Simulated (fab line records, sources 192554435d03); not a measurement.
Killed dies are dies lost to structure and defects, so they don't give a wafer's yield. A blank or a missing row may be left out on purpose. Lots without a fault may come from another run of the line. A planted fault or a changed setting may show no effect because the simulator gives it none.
A struck lot beside a sound one | flow n5_finfet | 34 steps out of a route of 1938
Sound: wafers L972.4, L972.5, L972.6. Struck: wafers L983.1, L983.2, L983.5. The cause comes at the end.
At each step with rows: each side's tool, then ch and its chambers, then its first start. Under that, the readings that differ: sound wafers | struck wafers | difference of the means | sigmas: that difference in standard deviations of wafers without a fault.
alike: readings whose means differ by less than 2 such deviations, and words and numbers that are the same on both sides. not compared: withheld readings, readings that some wafer has no value for, bounds like >300 that may hide the same value, and numbers for which the record gives no deviation and whose values overlap.
The two part at a step that has a row with sigmas, a row that says differs or no value, or rows on one side only. Numbers that don't overlap but have no deviation are shown without sigmas and don't part them. A reading that every wafer of one side lacks parts them only if that side has two wafers or more.

first, 10 steps without rows for these wafers: N5_BEOL_M6_STRIP_80 (strips in N2/H2, time 10 s); N5_BEOL_M6_HM_STRIP_39 (strips TiN in peroxide tin strip, target depth 25 nm, time 158 s); N5_BEOL_M6_SRD_40 (time 30 s); N5_BEOL_M6_PRECLEAN_42 (cleans in residue remover, time 60 s); N5_BEOL_M6_SRD_43 (time 30 s); N5_BEOL_M6_CURE_75 (cures SiCOH lowk, time 120 s); N5_BEOL_M6_DEGAS_44 (time 60 s); N5_BEOL_M6_PRE_CLEAN_45 (time 30 s); N5_BEOL_M6_ALD_77 (deposits TaN, target thk 2 nm, pulse time 2 s, purge time 3 s); N5_BEOL_M6_SURFACE_TREAT_79.
N5_BEOL_M6_CVD_78: deposits Co from CCTBA/H2, target thk 2 nm, time 142.3 s.
  sound on cvd_co-02 ch 0,1,2, day 9 17:35; struck on cvd_co-01 ch 0,2, day 13 02:27
then, 22 steps without rows for these wafers: N5_BEOL_M6_SPUTTER_48 (material Cu, target thk 10 nm, time 1.667 s); N5_BEOL_M6_ECD_50 (material Cu, target thk 300 nm); N5_BEOL_M6_ANNEAL_51 (time 90 s); N5_BEOL_M6_CMP_52 (polishes, stops on SiCOH lowk, t overpolish 6.9 s, target thk 80 nm); N5_BEOL_M6_PRE_CLEAN_55 (time 15 s); N5_BEOL_M6_DEP_56 (deposits SiCN from 3MS/NH3, target thk 10 nm, time 17.5 s); N5_BEOL_M7_ILD_DEP_00 (deposits SiCOH lowk from DEMS/porogen, target thk 179.75 nm, time 33.4 s); N5_BEOL_M7_CURE_74 (cures SiCOH lowk, time 240 s); N5_BEOL_M7_PECVD_70 (deposits SiO2 from TEOS/O2, target thk 20 nm, time 22.7 s); N5_BEOL_M7_HM_DEP_02 (deposits TiN, target thk 20 nm); N5_BEOL_M7_COAT_59 (time 60 s, resist thk 100 nm); N5_BEOL_M7_COAT_60 (time 60 s, resist thk 35 nm); N5_BEOL_M7_COAT_05 (resist thk 90 nm); N5_BEOL_M7_EBR_07; N5_BEOL_M7_SOFTBAKE_06 (time 60 s); N5_BEOL_M7_EXPOSE_08 (exposes mask M7); N5_BEOL_M7_PEB_09 (peb time 60 s); N5_BEOL_M7_DEVELOP_10 (develop time 30 s); N5_BEOL_M7_DESCUM_16 (chemistry O2, time 7.9 s); N5_BEOL_M7_ETCH_61 (etches SiARC in CF4, target depth 45.5 nm, time 75.8 s); N5_BEOL_M7_ETCH_62 (etches SOC in N2/H2, target depth 110 nm, overetch 22 nm, time 165 s); N5_BEOL_M7_STRIP_68 (strips in N2/H2).
-- the record jumps here: 4 days lie between the struck wafers' starts before and after (it left off in module BEOL_M7 and takes up again in module PASSIVATION, whose first step shown is number 1936 of the route) --
N5_PASSIVATION_PROBE_49:
  the record has rows for the struck wafers here (prober-02, day 17 06:11) and none for the sound ones

WHERE THEY PART
Only at N5_PASSIVATION_PROBE_49, within this record.

WHY: what the simulator had put in
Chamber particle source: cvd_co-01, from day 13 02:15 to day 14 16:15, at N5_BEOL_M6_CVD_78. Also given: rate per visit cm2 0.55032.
